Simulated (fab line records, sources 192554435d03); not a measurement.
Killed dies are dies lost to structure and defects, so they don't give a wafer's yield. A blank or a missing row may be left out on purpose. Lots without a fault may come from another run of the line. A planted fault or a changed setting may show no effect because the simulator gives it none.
fab line records | flow n5_finfet
record lots=7 wafers=21
route steps=1938 shown BEOL_M15@1808 MIM_BOT_ETCH@1866
start_h: hours from the record's first day to the start of the lot's first wafer shown | wait_h: hours since the lot's step before | " the same as in the row above | L1.1+2: a row that stands for several wafers | - no value, or no start given | * or withheld: withheld | < > ~ a bound
route shown NAME@n: a module of which the file shows steps, and the number in the route of the first | usual: mean/standard deviation of fault-free wafers | same: alike in all rows | chamber/n: place in a boat | sites: the reading at each site | _std_site: their standard deviation | _edge_site: outer sites' mean less inner sites' | radius_mm: how far each site lies from the wafer's centre | mask NAME#n: copy n | behind: the tool/chamber that last shaped the wafer | hold: why the lot was held/for how many hours/how that ended | device: the transistor (n, p or np) that didn't switch | end of line: the same wafers' tests at the end of the route | a step without rows: its recipe alone | killed: dies lost to structure and defects at the first sort, not the wafer's yield | map: a wafer's dies, x killed, . not, _ none there
set.NAME: the setting as run; set.NAME@STEP: as run at that earlier step | model.NAME: the simulator's own value behind a step, which no gauge read
lots whose settings were changed on purpose; a table a step, a row a wafer
## steps
# step N5_BEOL_M15_ETCH_61
# recipe chemistry=N2/H2 target=BARC target_depth_a=890 overetch_a=267 time_s=67.9 ion_energy_ev=200 pressure_mtorr=30 source_w=840 bias_w=150 n2_flow_sccm=200 h2_flow_sccm=200
# columns lot.wafer tool chamber start_h wait_h set.time_s set.dose_mj@BEOL_M15_EXPOSE_25 model.coat_of_BEOL_M15_COAT_22.thk_nm model.BEOL_M15.cd_nm
L079.2 rie_diel-04 3 278.92 0.0 67.9 35.5 719 399.2
L079.5 " 2 " " 67.9 35.5 716.6 399
L079.6 " 3 " " 55.69 34.77 730.2 395
L080.1 rie_diel-05 2 286.25 0.0 57.24 35.5 728.4 398.6
L080.5 " 1 " " 57.24 33.59 725.4 389.8
L080.6 " 2 " " 67.9 35.5 716.4 404
L083.1 rie_diel-04 2 320.15 0.0 55.37 35.5 732.8 396.4
L083.2 " 0 " " 67.9 35.5 719.8 396.6
L083.4 " 1 " " 67.9 36.63 722.6 406.8
L088.2 rie_diel-02 3 345.44 0.0 67.9 35.5 716 398.6
L088.3 " 2 " " 67.9 35.5 717.8 403
L088.5 " 1 " " 67.9 35.5 716.2 399.4
L092.2 rie_diel-02 3 359.67 0.0 67.9 35.5 718.4 397.6
L092.5 " 3 " " 67.9 35.5 719.8 401.4
L092.6 " 0 " " 67.9 35.5 720.2 398.4
L095.1 rie_diel-02 1 397.83 0.0 63.95 33.26 720.2 390
L095.3 " 3 " " 67.9 35.5 713.2 403.2
L095.6 " 2 " " 67.9 35.5 714.8 400.4
L097.2 rie_diel-05 3 410.51 0.0 80.52 35.5 708.6 405
L097.3 " 2 " " 80.52 35.5 708 404.2
L097.6 " 1 " " 67.9 35.5 721.4 400.8
# step N5_BEOL_M15_TRENCH_ETCH_34
# recipe chemistry=C4F8/O2/Ar target=SiO2 target_depth_a=8729.3 he_inner_torr=15 he_outer_torr=30 time_s=199 ion_energy_ev=800 pressure_mtorr=20 source_w=1905 bias_w=2040 Ar_flow_sccm=400 C4F8_flow_sccm=16 O2_flow_sccm=12
# columns lot.wafer tool chamber start_h wait_h set.dose_mj@BEOL_M15_EXPOSE_25 model.BEOL_M15.cd_nm
L079.2 rie_diel-04 3 278.98 0.0 35.5 399
L079.5 " 2 " " 35.5 398.2
L079.6 " 3 " " 34.77 394.8
L080.1 rie_diel-05 2 286.30 0.0 35.5 398.4
L080.5 " 1 " " 33.59 389.4
L080.6 " 2 " " 35.5 404.2
L083.1 rie_diel-04 2 320.20 0.0 35.5 395.8
L083.2 " 0 " " 35.5 396.2
L083.4 " 1 " " 36.63 406.4
L088.2+5 rie_diel-02 3,1 345.49 0.0 35.5 398.6
L088.3 " 2 " " 35.5 402.8
L092.2+6 rie_diel-02 3,0 359.72 0.0 35.5 397.8
L092.5 " 3 " " 35.5 401.8
L095.1 rie_diel-02 1 397.89 0.0 33.26 389.2
L095.3 " 3 " " 35.5 403
L095.6 " 2 " " 35.5 400.2
L097.2 rie_diel-05 3 410.56 0.0 35.5 404.8
L097.3 " 2 " " 35.5 404
L097.6 " 1 " " 35.5 400.4
# step N5_MIM_BOT_ETCH_ETCH_04
# recipe chemistry=CF4/O2 target=SiNx target_depth_a=260 time_s=13 ion_energy_ev=100 pressure_mtorr=40 source_w=535 bias_w=49 Ar_flow_sccm=100 cf4_flow_sccm=100 O2_flow_sccm=10
# columns lot.wafer tool chamber start_h wait_h set.time_s model.etch.depth_nm
L079.2 rie_diel-01 0 288.78 0.0 13 26.27
L079.5 " 3 " " 10.53 20.17
L079.6 " 0 " " 13 26.23
L080.1 rie_diel-03 0 295.29 0.0 13 25.32
L080.5 " 2 " " 13 24.13
L080.6 " 3 " " 15.5 30.15
L083.1 rie_diel-01 1 330.41 0.0 13 26.15
L083.2 " 3 " " 13 25.21
L083.4 " 0 " " 15.18 30.97
L088.2 rie_diel-01 2 352.91 0.0 15.65 31.17
L088.3 " 0 " " 13 26.27
L088.5 " 2 " " 13 25.62
L092.2 rie_diel-03 0 371.19 0.0 13 25.28
L092.5 " 1 " " 13 25.52
L092.6 " 2 " " 13 25.59
L095.1 rie_diel-06 3 407.53 0.0 10.62 21.12
L095.3 " 2 " " 10.62 21.6
L095.6 " 2 " " 13 26.58
L097.2 rie_diel-06 2 418.21 0.0 13 26.14
L097.3 " 0 " " 13 26.06
L097.6 " 1 " " 14.7 30.43
# step N5_MIM_BOT_ETCH_ETCH_03
# recipe chemistry=Cl2/BCl3 target_depth_a=120 pressure_mtorr=8 icp_w=800 bias_w=100 Cl2_flow_sccm=20 bcl3_flow_sccm=80
# columns lot.wafer tool chamber start_h wait_h set.bias_w model.etch.depth_nm
L079.2 rie_metal-02 0 288.87 0.1 113.8 12.68
L079.5 " 0 " " 100 12.01
L079.6 " 1 " " 113.8 12.72
L080.1+6 rie_metal-02 1 295.38 0.1 100 12.08
L080.5 " 0 " " 110 12.49
L083.1 rie_metal-01 0 330.50 0.1 100 12.73
L083.2 " 1 " " 100 12.4
L083.4 " 0 " " 100 12.74
L088.2 rie_metal-01 0 353.00 0.1 100 12.63
L088.3 " 1 " " 100 12.4
L088.5 " 0 " " 116.1 13.35
L092.2 rie_metal-03 1 371.27 0.1 100 12.07
L092.5 " 1 " " 100 12.15
L092.6 " 0 " " 100 12.22
L095.1 rie_metal-03 1 407.62 0.1 100 12.03
L095.3 " 0 " " 100 12.12
L095.6 " 0 " " 100 12.17
L097.2 rie_metal-02 1 418.30 0.1 100 12.04
L097.3 " 0 " " 100 11.89
L097.6 " 1 " " 86.4 11.43
## key
split step=N5_BEOL_M15_ETCH_61 setting=time_s stated=67.9 by=wafer
response step=N5_BEOL_M15_ETCH_61 reading=model.coat_of_BEOL_M15_COAT_22.thk_nm change=-0.683 per=1% r=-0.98
split step=N5_MIM_BOT_ETCH_ETCH_04 setting=time_s stated=13 by=wafer
response step=N5_MIM_BOT_ETCH_ETCH_04 reading=model.etch.depth_nm change=+0.293 per=1% r=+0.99
split step=N5_MIM_BOT_ETCH_ETCH_03 setting=bias_w stated=100 by=wafer
response step=N5_MIM_BOT_ETCH_ETCH_03 reading=model.etch.depth_nm change=+0.0466 per=1% r=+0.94
split outside_this_file step=N5_BEOL_M15_EXPOSE_25 setting=dose_mj
# split outside_this_file: this setting was split too, and the file shows its column; the key of that split is in another file
